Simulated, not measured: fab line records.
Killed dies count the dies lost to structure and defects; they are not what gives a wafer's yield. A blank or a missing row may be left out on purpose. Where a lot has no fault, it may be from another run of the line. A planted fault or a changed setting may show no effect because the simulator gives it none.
Split-lot trial | flow n5-finfet | route with 1938 steps; 7 lots, 21 wafers read

## ABOUT THE SPLIT
At N5_BEOL_M9_ETCH_65 (etches SiARC in CF4, target depth 15.6 nm, time 26 s), the setting bias-w was moved away from the recipe's 36 W on 9 of the 21 wafers read, by -16.4% to -5.5%. For the rest of the wafers, this setting stayed at what the recipe calls for.

Reading taken at the split's own step.

## THE READING
rf-vpp-V, in V, at N5_BEOL_M9_ETCH_65 (etches SiARC in CF4, target depth 15.6 nm, time 26 s). Typical for fault-free wafers on this fab line: 184.4 V, with standard deviation 1.2 V.

wafer  | tool, chamber at the split | bias-w as run, W | against the recipe | rf-vpp-V, V | against lot-mates on the recipe
L076.1 | rie-diel-05, 1             | 36               | recipe             | 184.9       | -
L076.3 | rie-diel-05, 3             | 36               | recipe             | 182.2       | -
L076.5 | rie-diel-05, 1             | 36               | recipe             | 186.8       | -
L077.1 | rie-diel-05, 1             | 34.01            | -5.5%              | 179.2       | no lot-mate on the recipe
L077.2 | rie-diel-05, 2             | 34.01            | -5.5%              | 178.6       | no lot-mate on the recipe
L077.6 | rie-diel-05, 3             | 34.01            | -5.5%              | 177.5       | no lot-mate on the recipe
L079.4 | rie-diel-04, 3             | 32.27            | -10.4%             | 171.8       | no lot-mate on the recipe
L079.5 | rie-diel-04, 0             | 32.27            | -10.4%             | 171.8       | no lot-mate on the recipe
L079.6 | rie-diel-04, 1             | 32.27            | -10.4%             | 172.1       | no lot-mate on the recipe
L082.2 | rie-diel-05, 3             | 36               | recipe             | 182.5       | -
L082.3 | rie-diel-05, 0             | 36               | recipe             | 185.5       | -
L082.5 | rie-diel-05, 1             | 36               | recipe             | 185.4       | -
L081.1 | rie-diel-03, 0             | 36               | recipe             | 183.4       | -
L081.5 | rie-diel-03, 1             | 36               | recipe             | 184.3       | -
L081.6 | rie-diel-03, 2             | 36               | recipe             | 184.6       | -
L087.1 | rie-diel-04, 2             | 36               | recipe             | 181.8       | -
L087.2 | rie-diel-04, 3             | 36               | recipe             | 185.6       | -
L087.4 | rie-diel-04, 0             | 31.99            | -11.1%             | 169.4       | -14.3
L086.1 | rie-diel-05, 1             | 30.11            | -16.4%             | 164.4       | -20.4
L086.2 | rie-diel-05, 2             | 36               | recipe             | 184.8       | -
L086.4 | rie-diel-05, 3             | 30.11            | -16.4%             | 164.4       | -20.4

FIT RESULTS
A straight line over all 21 wafers: rf-vpp-V changes by +1.22 V for each +1% of bias-w; r = +0.98; the points scatter about the line by 1.3 V.
The same after taking each lot's own level away (the mean of its wafers on the recipe; 15 wafers): +1.25 V for each +1%; r = +0.99; scatter 1.4 V.
On that fit, the largest move of bias-w shifts the reading by 21 V.
Measured against the standard deviation above, the lots' own levels, which go from 183.70 to 184.80 V, span 0.9 times it.
The two slopes are in agreement: the lot-to-lot level therefore moves the slope only a little.
Check: -20.6 V against its lot-mates is what the line predicts for one of the wafers moved furthest among these (-16.4%) when that wafer is left out of the fit. It came out at -20.4 V against them.
Tool readings at the split's step, against how far the setting was moved: rf-vpp-V r = +0.98.

## OTHER SPLITS ON THESE WAFERS
Before the reading, these wafers also passed through other splits. Each is held against what the fit with the lots' levels taken away leaves over:
other split on the same wafers | wafers away from the commonest value | r with rf-vpp-V (lot level and that fit taken away)
N5_BEOL_M8_COAT_22 spin-rpm    | 6                                    | +0.00

## FILE'S OWN FIT
rf-vpp-V changes by +1.26 V for each +1% of bias-w, r = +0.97.
